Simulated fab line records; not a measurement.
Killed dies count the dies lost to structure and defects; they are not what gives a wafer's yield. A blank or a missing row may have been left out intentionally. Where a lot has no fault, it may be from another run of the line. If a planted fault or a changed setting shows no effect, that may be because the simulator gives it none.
Matching of chambers ; flow nand-harc ; NHARC_THIN_TSV_DEP_47 on pecvd-04 has 3 sister chambers
The step deposits SiO2, target thk 200 nm. 3 wafers are shown with their chamber, then 9 later ones without.

== EACH WAFER AND ITS CHAMBER ==
wafer;chamber;throttle-valve-pct (%)
L089.3;2;16.0
L089.5;1;15.3
L089.6;0;15.4

== WAFERS MISSING THEIR CHAMBER ==
wafer;throttle-valve-pct (%)
L090.1;16.3
L090.2;15.3
L090.3;15.3
L093.2;15.5
L093.3;15.5
L093.4;16.3
L094.2;15.8
L094.4;16.3
L094.5;15.6

== CHAMBER TAKEN BY EACH ==
wafer;from the rows above;in truth
L090.1;2;2
L090.2;can't be placed: 1 or 0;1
L090.3;can't be placed: 1 or 0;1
L093.2;can't be placed: 0 or 1 or 2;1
L093.3;can't be placed: 0 or 1 or 2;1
L093.4;2;2
L094.2;can't be placed: 2 or 0 or 1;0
L094.4;2;2
L094.5;can't be placed: 0 or 1 or 2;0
Correctly placed: 3 of 9. Unplaceable from these rows: 6, with the true chamber sitting among the candidates in 6. Placed wrongly: 0.
How it was worked out, from the rows above alone: a wafer's distance from a chamber is the root of the sum, over the readings, of the square of ((its reading less the chamber's mean) divided by the reading's scatter). The wafer belongs to the nearest chamber; if the next one is less than 2 further off, it can't be placed. Each chamber's mean is taken over the wafers shown for it. The scatter: root of mean squared gap, hidden wafer to nearest shown wafer, with one shown wafer a chamber.
